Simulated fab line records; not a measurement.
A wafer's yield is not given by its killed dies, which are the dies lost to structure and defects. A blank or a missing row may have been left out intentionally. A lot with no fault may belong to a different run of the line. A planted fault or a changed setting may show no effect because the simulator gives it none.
Matching of chambers / flow n5 finfet / N5_SDB_ALD_29 on ald sin-03 has 4 sister chambers
The step deposits SiNx, target thk 30 nm, pulse time 1 s, ald cycles 600. 8 wafers are shown with their chamber, then 10 later ones without.

EACH WAFER AND ITS CHAMBER
wafer=L079.1; chamber=3; heater power w (W)=821; heater power outer w (W)=509
wafer=L086.4; chamber=1; heater power w (W)=800; heater power outer w (W)=498
wafer=L086.5; chamber=0; heater power w (W)=734; heater power outer w (W)=424
wafer=L087.2; chamber=2; heater power w (W)=963; heater power outer w (W)=552
wafer=L087.3; chamber=0; heater power w (W)=727; heater power outer w (W)=427
wafer=L087.6; chamber=2; heater power w (W)=957; heater power outer w (W)=569
wafer=L089.3; chamber=3; heater power w (W)=844; heater power outer w (W)=521
wafer=L089.4; chamber=1; heater power w (W)=815; heater power outer w (W)=497

WAFERS WITHOUT THEIR CHAMBER
wafer=L089.5; heater power w (W)=948; heater power outer w (W)=559
wafer=L095.1; heater power w (W)=778; heater power outer w (W)=468
wafer=L095.3; heater power w (W)=719; heater power outer w (W)=419
wafer=L095.5; heater power w (W)=807; heater power outer w (W)=467
wafer=L096.1; heater power w (W)=716; heater power outer w (W)=432
wafer=L096.2; heater power w (W)=960; heater power outer w (W)=562
wafer=L096.5; heater power w (W)=954; heater power outer w (W)=580
wafer=L097.1; heater power w (W)=725; heater power outer w (W)=426
wafer=L097.2; heater power w (W)=789; heater power outer w (W)=470
wafer=L097.4; heater power w (W)=787; heater power outer w (W)=473

EACH ONE'S CHAMBER
wafer=L089.5; from the rows above=2; in truth=2
wafer=L095.1; from the rows above=1; in truth=1
wafer=L095.3; from the rows above=0; in truth=0
wafer=L095.5; from the rows above=1; in truth=1
wafer=L096.1; from the rows above=0; in truth=0
wafer=L096.2; from the rows above=2; in truth=2
wafer=L096.5; from the rows above=2; in truth=2
wafer=L097.1; from the rows above=0; in truth=0
wafer=L097.2; from the rows above=1; in truth=1
wafer=L097.4; from the rows above=1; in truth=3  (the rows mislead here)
Correct placement for 9 of the 10. Can't be placed from these rows: 0. Number placed wrongly: 1.
How it was worked out, from the rows above alone: a wafer's distance from a chamber is the root of the sum, over the readings, of the square of ((its reading less the chamber's mean) divided by the reading's scatter). If the next closest chamber is less than 2 further off than the closest, the wafer can't be placed; otherwise it belongs to the closest. For every chamber, the mean is computed from those of its wafers that are shown. The scatter is the square root of a quotient: the sum, over the shown wafers, of each reading's squared deviation from its chamber's mean, divided by wafers minus chambers.
